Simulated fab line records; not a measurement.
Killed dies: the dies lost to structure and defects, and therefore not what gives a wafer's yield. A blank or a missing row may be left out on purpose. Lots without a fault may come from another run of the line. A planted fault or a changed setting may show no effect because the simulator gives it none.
Matching of chambers / flow nand harc / NHARC_A_STAIRCASE_DEP_156 on pecvd-04: 3 sister chambers
The step deposits SiNx, target thk 50 nm. 14 wafers are shown with their chamber, then 7 later ones without.

## EACH WAFER AND ITS CHAMBER
wafer=L076.1; chamber=1; heater power w (W)=684
wafer=L076.2; chamber=0; heater power w (W)=882
wafer=L076.5; chamber=0; heater power w (W)=871
wafer=L079.1; chamber=0; heater power w (W)=918
wafer=L079.2; chamber=2; heater power w (W)=648
wafer=L079.5; chamber=1; heater power w (W)=662
wafer=L082.1; chamber=1; heater power w (W)=641
wafer=L082.3; chamber=2; heater power w (W)=532
wafer=L082.5; chamber=1; heater power w (W)=666
wafer=L087.1; chamber=2; heater power w (W)=616
wafer=L087.5; chamber=0; heater power w (W)=745
wafer=L087.6; chamber=1; heater power w (W)=610
wafer=L088.4; chamber=2; heater power w (W)=630
wafer=L088.5; chamber=1; heater power w (W)=556

SIGNATURES (averages over the wafers above)
reading=heater power w; chamber 0=854.00; chamber 1=636.50; chamber 2=606.50; scatter within a chamber=57.2
Rule: a wafer's distance from a chamber is the root of the sum, over the readings, of the square of ((its reading less the chamber's mean) divided by the reading's scatter). If the next closest chamber is less than 2 further off than the closest, the wafer can't be placed; otherwise it belongs to the closest. The scatter: take each reading less its chamber's mean, square it, sum over the shown wafers, divide by the number of wafers less the number of chambers, and take the root.

## WAFERS WITHOUT THEIR CHAMBER
wafer=L088.6; heater power w (W)=830
wafer=L093.2; heater power w (W)=765
wafer=L093.3; heater power w (W)=576
wafer=L093.5; heater power w (W)=575
wafer=L095.1; heater power w (W)=845
wafer=L095.4; heater power w (W)=638
wafer=L095.5; heater power w (W)=583

## THE CHAMBER EACH PASSED THROUGH
wafer=L088.6; from the rows above=0; in truth=0
wafer=L093.2; from the rows above=can't be placed: 0 or 1 or 2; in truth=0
wafer=L093.3; from the rows above=can't be placed: 2 or 1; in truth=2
wafer=L093.5; from the rows above=can't be placed: 2 or 1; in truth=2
wafer=L095.1; from the rows above=0; in truth=0
wafer=L095.4; from the rows above=can't be placed: 1 or 2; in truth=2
wafer=L095.5; from the rows above=can't be placed: 2 or 1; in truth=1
Correct placement for 2 of the 7. Cannot be placed on the basis of these rows: 5; the candidates contain the true chamber in 5. Number placed wrongly: 0.
